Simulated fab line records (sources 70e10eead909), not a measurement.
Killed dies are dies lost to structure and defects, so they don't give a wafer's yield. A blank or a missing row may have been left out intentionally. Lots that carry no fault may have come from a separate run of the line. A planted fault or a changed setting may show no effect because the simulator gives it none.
Chamber matching    flow nandHarc    NHARC_A_BLC_STRIP_29 on rieDiel-01: 4 sister chambers
The step strips in CF4. 4 wafers are shown with their chamber, then 8 later ones without.

WAFERS WITH THEIR CHAMBER
wafer   chamber  drypumpMotorCurrentA (A)
L079.1  1        6.2
L078.3  0        5.4
L082.5  3        5.6
L086.1  2        6.2

WAFERS WHOSE CHAMBER IS MISSING
wafer   drypumpMotorCurrentA (A)
L086.2  5.6
L086.4  6.2
L085.1  6.1
L085.4  6.2
L085.6  6.1
L091.4  5.4
L091.5  6.1
L091.6  6.2

THE CHAMBER EACH PASSED THROUGH
wafer   from the rows above      in truth
L086.2  3                        3
L086.4  can't be placed: 1 or 2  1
L085.1  can't be placed: 1 or 2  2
L085.4  can't be placed: 1 or 2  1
L085.6  can't be placed: 1 or 2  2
L091.4  0                        0
L091.5  can't be placed: 1 or 2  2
L091.6  can't be placed: 1 or 2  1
Correctly placed: 2 of 8. Unplaceable from these rows: 6, with the true chamber sitting among the candidates in 6. Placed wrongly: 0.
How it was worked out, from the rows above alone: a wafer's distance from a chamber is the root of the sum, over the readings, of the square of ((its reading less the chamber's mean) divided by the reading's scatter). If the next closest chamber is less than 2 further off than the closest, the wafer can't be placed; otherwise it belongs to the closest. The mean given for a chamber averages the wafers shown for that chamber. The scatter: with one shown wafer a chamber, the root of the mean of the squares of how far each hidden wafer lies from its nearest shown one.
